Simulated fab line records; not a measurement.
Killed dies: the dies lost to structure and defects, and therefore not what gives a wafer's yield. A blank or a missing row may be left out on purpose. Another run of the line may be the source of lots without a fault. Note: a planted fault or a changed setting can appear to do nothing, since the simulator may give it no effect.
Matching of chambers	flow nandHarc	NHARC_P_CONTACT_DESCUM_17 on rieDiel-02: 4 sister chambers
The step chemistry O2, time 3 s. 4 wafers are shown with their chamber, then 8 later ones without.

WAFERS, EACH WITH ITS CHAMBER
wafer	chamber	throttleValvePct (%)
L083.1	3	11.293
L083.3	2	11.321
L085.6	1	11.312
L088.3	0	11.324

WAFERS MISSING THEIR CHAMBER
wafer	throttleValvePct (%)
L088.4	11.328
L088.5	11.320
L090.1	11.314
L090.4	11.307
L090.5	11.306
L095.2	11.311
L095.3	11.313
L095.6	11.331

WHICH CHAMBER EACH ONE RAN IN
wafer	from the rows above	in truth
L088.4	can't be placed: 0 or 2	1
L088.5	can't be placed: 2 or 0 or 1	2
L090.1	can't be placed: 1 or 2 or 0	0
L090.4	1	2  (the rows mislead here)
L090.5	can't be placed: 1 or 3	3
L095.2	1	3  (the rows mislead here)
L095.3	can't be placed: 1 or 2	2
L095.6	can't be placed: 0 or 2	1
Correct placement for 0 of the 8. Can't be placed from these rows: 6 (the true chamber is among the candidates in 4). Number placed wrongly: 2.
How it was worked out, from the rows above alone: a wafer's distance from a chamber is the root of the sum, over the readings, of the square of ((its reading less the chamber's mean) divided by the reading's scatter). The wafer belongs to the nearest chamber; if the next one is less than 2 further off, it can't be placed. The mean given for a chamber averages the wafers shown for that chamber. The scatter: root of mean squared gap, hidden wafer to nearest shown wafer, with one shown wafer a chamber.
